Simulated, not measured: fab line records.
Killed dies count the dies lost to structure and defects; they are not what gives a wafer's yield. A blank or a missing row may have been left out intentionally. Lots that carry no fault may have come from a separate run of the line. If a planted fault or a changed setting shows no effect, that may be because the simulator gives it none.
Chamber matching :: flow n5Finfet :: uvCure-02 running N5_BEOL_M5_CURE_80: 3 sister chambers
The step cures SiCOH lowk, time 120 s. 5 wafers are shown with their chamber, then 8 later ones without.

== WAFERS PAIRED WITH THEIR CHAMBERS ==
wafer: L083.4
chamber: 2
wafer_temp_C_max: 372.3
lampPowerPct (%): 52.27

wafer: L083.5
chamber: 2
wafer_temp_C_max: 372.5
lampPowerPct (%): 52.28

wafer: L090.5
chamber: 0
wafer_temp_C_max: 372.0
lampPowerPct (%): 52.30

wafer: L090.6
chamber: 0
wafer_temp_C_max: 371.7
lampPowerPct (%): 52.25

wafer: L094.4
chamber: 1
wafer_temp_C_max: 372.0
lampPowerPct (%): 52.26

== WAFERS MISSING THEIR CHAMBER ==
wafer: L094.5
wafer_temp_C_max: 371.9
lampPowerPct (%): 52.28

wafer: L094.6
wafer_temp_C_max: 372.9
lampPowerPct (%): 52.29

wafer: L095.1
wafer_temp_C_max: 371.0
lampPowerPct (%): 52.32

wafer: L095.5
wafer_temp_C_max: 371.1
lampPowerPct (%): 52.30

wafer: L095.6
wafer_temp_C_max: 371.2
lampPowerPct (%): 52.39

wafer: L097.1
wafer_temp_C_max: 373.4
lampPowerPct (%): 52.23

wafer: L097.4
wafer_temp_C_max: 372.8
lampPowerPct (%): 52.29

wafer: L097.5
wafer_temp_C_max: 372.5
lampPowerPct (%): 52.34

== THE CHAMBER EACH PASSED THROUGH ==
wafer: L094.5
from the rows above: can't be placed: 0 or 1
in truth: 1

wafer: L094.6
from the rows above: 2
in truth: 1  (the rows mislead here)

wafer: L095.1
from the rows above: can't be placed: 0 or 1
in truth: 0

wafer: L095.5
from the rows above: can't be placed: 0 or 1
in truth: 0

wafer: L095.6
from the rows above: can't be placed: 0 or 1
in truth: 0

wafer: L097.1
from the rows above: 2
in truth: 2

wafer: L097.4
from the rows above: 2
in truth: 2

wafer: L097.5
from the rows above: can't be placed: 2 or 1 or 0
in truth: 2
Placed correctly: 2 of 8. From these rows, 5 cannot be placed; in 5 the true chamber is one of the candidates. Placed wrongly: 1.
How it was worked out, from the rows above alone: a wafer's distance from a chamber is the root of the sum, over the readings, of the square of ((its reading less the chamber's mean) divided by the reading's scatter). The wafer belongs to the nearest chamber; if the next one is less than 2 further off, it can't be placed. A chamber's mean is the mean of its shown wafers. The scatter: the root of (the sum of the squares of (reading less its chamber's mean) over the shown wafers, divided by (wafers less chambers)).
